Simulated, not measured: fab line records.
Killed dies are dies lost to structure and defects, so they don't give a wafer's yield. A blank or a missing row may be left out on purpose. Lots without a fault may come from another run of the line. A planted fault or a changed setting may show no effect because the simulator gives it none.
The tool behind it: which one? :: flow n5_finfet :: 9 lots, 24 wafers sampled, at 2 steps of a route of 1938

WHAT THE GAUGES SHOWED, per wafer
N5_SDB_CD_MEAS_11: target cd 50 nm.
lot: L212
measured: day 4 00:12
on: cd_sem-02
cd_nm (nm): 48.2 50.5 50.5

lot: L216
measured: day 5 00:37
on: cd_sem-01
cd_nm (nm): 49.7 49.3 50.3

lot: L217
measured: day 5 05:43
on: cd_sem-02
cd_nm (nm): 49.8 50.6 51.2

lot: L220
measured: day 5 22:02
on: cd_sem-01
cd_nm (nm): 48.6 49.0 47.1

lot: L230
measured: day 9 07:03
on: cd_sem-01
cd_nm (nm): 50.8 51.9 49.8

lot: L228
measured: day 9 09:27
on: cd_sem-01
cd_nm (nm): 50.3 50.6

lot: L231
measured: day 9 12:29
on: cd_sem-01
cd_nm (nm): 51.3 50.2 50.6

lot: L233
measured: day 9 18:26
on: cd_sem-02
cd_nm (nm): 49.5 48.5

lot: L234
measured: day 9 23:58
on: cd_sem-03
cd_nm (nm): 48.5 49.0

EACH LOT AND THE TOOL THAT RAN IT (in order: tool; ch and the chambers of the sampled wafers; start)
lot: L212
N5_SDB_HM_DEP_00: pecvd-02 ch 0,1, day 3 23:43

lot: L216
N5_SDB_HM_DEP_00: pecvd-02 ch 0,2, day 5 00:09

lot: L217
N5_SDB_HM_DEP_00: pecvd-03 ch 1,2, day 5 05:16

lot: L220
N5_SDB_HM_DEP_00: pecvd-01 ch 0,1, day 5 21:35

lot: L230
N5_SDB_HM_DEP_00: pecvd-02 ch 0,1, day 9 06:36

lot: L228
N5_SDB_HM_DEP_00: pecvd-03 ch 1, day 9 09:07

lot: L231
N5_SDB_HM_DEP_00: pecvd-02 ch 0,1, day 9 12:10

lot: L233
N5_SDB_HM_DEP_00: pecvd-03 ch 1,2, day 9 17:59

lot: L234
N5_SDB_HM_DEP_00: pecvd-03 ch 0,1, day 9 23:31
- N5_SDB_HM_DEP_00: deposits SiNx from SiH4/NH3/N2, target thk 40 nm, time 35.3 s.

THE ANSWER, worked out from the rows above alone
Rule: the lots themselves supply what counts as usual. The widest of any qualifying gaps counts: lots, ordered by their means at a reading, are off when they make up no more than a third of the lots, leave a main group of 4 or more, and stand apart from it by 3 or more times the standard deviation of that group's means. Not used: any main group whose means are identical at the precision the tables above print for the reading. Also off: a lot with no number at a reading for which 4 or more lots have one. The other lots that the step has rows for count as sound.
Nothing can be told from this: no lot is off at any reading shown.

WHAT THE SIMULATOR HAD PUT IN
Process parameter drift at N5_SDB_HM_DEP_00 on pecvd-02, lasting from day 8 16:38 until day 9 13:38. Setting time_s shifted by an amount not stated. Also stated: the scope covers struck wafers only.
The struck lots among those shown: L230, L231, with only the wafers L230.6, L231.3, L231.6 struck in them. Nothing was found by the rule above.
